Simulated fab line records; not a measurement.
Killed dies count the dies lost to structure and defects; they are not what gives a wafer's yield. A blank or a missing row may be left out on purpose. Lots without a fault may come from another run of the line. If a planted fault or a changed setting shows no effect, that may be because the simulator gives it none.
Chamber matching    flow n5_finfet    N5_BEOL_M1_ILD_DEP_00 on pecvd-03: 3 sister chambers
The step deposits SiOC from DEMS/O2, target thk 79 nm, time 15.3 s. 20 wafers are shown with their chamber, then 10 later ones without.

WAFERS WITH THEIR CHAMBER
wafer   chamber  throttle_valve_pct (%)  showerhead_plenum_p_Torr (Torr)  heater_power_w (W)
L075.2  1        12.9                    5.705                            503
L075.3  2        12.0                    5.664                            470
L075.6  1        13.0                    5.704                            497
L077.1  2        12.1                    5.674                            519
L077.2  0        11.5                    5.706                            550
L077.5  1        12.5                    5.718                            488
L081.1  2        11.7                    5.679                            502
L081.3  1        12.8                    5.707                            535
L081.6  2        12.0                    5.661                            511
L087.4  2        11.9                    5.669                            504
L087.5  1        12.8                    5.710                            547
L087.6  0        11.7                    5.723                            586
L088.2  0        11.6                    5.718                            475
L088.4  1        12.7                    5.692                            464
L088.6  2        12.0                    5.660                            519
L091.1  2        12.0                    5.665                            502
L091.4  0        11.7                    5.699                            538
L091.5  1        12.7                    5.680                            501
L093.1  2        12.1                    5.670                            501
L093.3  0        11.9                    5.723                            569

SIGNATURES (means of the wafers above)
reading                   chamber 0  chamber 1  chamber 2  scatter within a chamber
throttle_valve_pct        11.680     12.771     11.975     0.145
showerhead_plenum_p_Torr  5.71380    5.70229    5.66775    0.01
heater_power_w            543.60     505.00     503.50     28.3
Rule: for each reading, subtract the chamber's mean from the wafer's reading, divide by that reading's scatter and square the result; add these up over the readings and take the root, which gives the wafer's distance from the chamber. If the next closest chamber is less than 2 further off than the closest, the wafer can't be placed; otherwise it belongs to the closest. The scatter: the root of (the sum of the squares of (reading less its chamber's mean) over the shown wafers, divided by (wafers less chambers)).

WAFERS WITH NO CHAMBER GIVEN
wafer   throttle_valve_pct (%)  showerhead_plenum_p_Torr (Torr)  heater_power_w (W)
L093.4  12.9                    5.703                            500
L094.4  12.4                    5.696                            440
L094.5  11.3                    5.715                            524
L094.6  12.1                    5.668                            422
L095.2  11.6                    5.714                            556
L095.3  12.7                    5.708                            482
L095.5  12.4                    5.717                            513
L097.3  12.7                    5.711                            525
L097.4  11.9                    5.681                            477
L097.6  12.6                    5.706                            525

THE CHAMBER EACH PASSED THROUGH
wafer   from the rows above      in truth
L093.4  1                        1
L094.4  can't be placed: 1 or 2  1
L094.5  0                        0
L094.6  2                        2
L095.2  0                        0
L095.3  1                        1
L095.5  1                        1
L097.3  1                        1
L097.4  2                        2
L097.6  1                        1
Correctly placed: 9 of 10. These rows do not allow placing 1 (true chamber among the candidates in 1). Number placed wrongly: 0.
